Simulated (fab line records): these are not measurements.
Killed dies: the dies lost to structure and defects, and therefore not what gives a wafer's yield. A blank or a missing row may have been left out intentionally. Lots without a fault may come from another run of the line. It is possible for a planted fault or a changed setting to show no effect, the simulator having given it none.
Chamber matching	flow nand_harc	cmp-04 running NHARC_A_BLC_CMP_25: 4 sister chambers
The step polishes, t overpolish 30 s, target thk 150 nm. 16 wafers are shown with their chamber, then 8 later ones without.

== EACH WAFER AND ITS CHAMBER ==
wafer	chamber	motor_current_A (A)	overpolish_run_s (s)	time_to_endpoint_s (s)
L078.1	0	9.2	29.996	33.2
L078.2	1	14.9	30.001	34.0
L078.3	3	12.7	30.000	34.7
L082.2	2	12.1	29.994	27.7
L082.3	0	9.5	30.007	26.5
L082.5	1	15.5	30.005	28.4
L085.1	0	9.5	30.005	30.6
L085.2	3	12.6	30.011	32.2
L085.6	0	10.0	30.010	26.8
L089.2	0	9.7	30.012	24.0
L089.3	2	11.7	30.000	28.6
L089.5	2	12.6	29.992	27.7
L089.1	3	12.1	30.005	29.7
L089.4	1	16.4	30.011	29.2
L089.6	3	12.8	29.990	29.8
L087.3	3	12.9	29.992	30.9

SIGNATURES (means of the wafers above)
reading	chamber 0	chamber 1	chamber 2	chamber 3	scatter within a chamber
motor_current_A	9.580	15.600	12.133	12.620	0.436
overpolish_run_s	30.00600	30.00567	29.99533	29.99960	0.00676
time_to_endpoint_s	28.220	30.533	28.000	31.460	2.73
Rule: for each reading, subtract the chamber's mean from the wafer's reading, divide by that reading's scatter and square the result; add these up over the readings and take the root, which gives the wafer's distance from the chamber. If the next closest chamber is less than 2 further off than the closest, the wafer can't be placed; otherwise it belongs to the closest. How the scatter is found: for the shown wafers, subtract from each reading the mean of its chamber, square and add these, divide the total by (wafers less chambers), then take the root.

== WAFERS MISSING THEIR CHAMBER ==
wafer	motor_current_A (A)	overpolish_run_s (s)	time_to_endpoint_s (s)
L087.5	12.5	29.984	29.0
L087.6	12.4	29.997	33.0
L091.2	12.9	29.997	29.8
L091.4	15.7	29.998	27.0
L091.5	11.9	29.988	30.9
L091.1	11.8	30.001	31.0
L091.3	9.3	30.005	27.2
L091.6	12.0	30.001	29.0

== WHICH CHAMBER EACH ONE RAN IN ==
wafer	from the rows above	in truth
L087.5	can't be placed: 2 or 3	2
L087.6	can't be placed: 3 or 2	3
L091.2	can't be placed: 3 or 2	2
L091.4	1	1
L091.5	can't be placed: 2 or 3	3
L091.1	can't be placed: 2 or 3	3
L091.3	0	0
L091.6	can't be placed: 2 or 3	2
2 of 8 placed correctly. These rows do not allow placing 6 (true chamber among the candidates in 6). 0 placed wrongly.
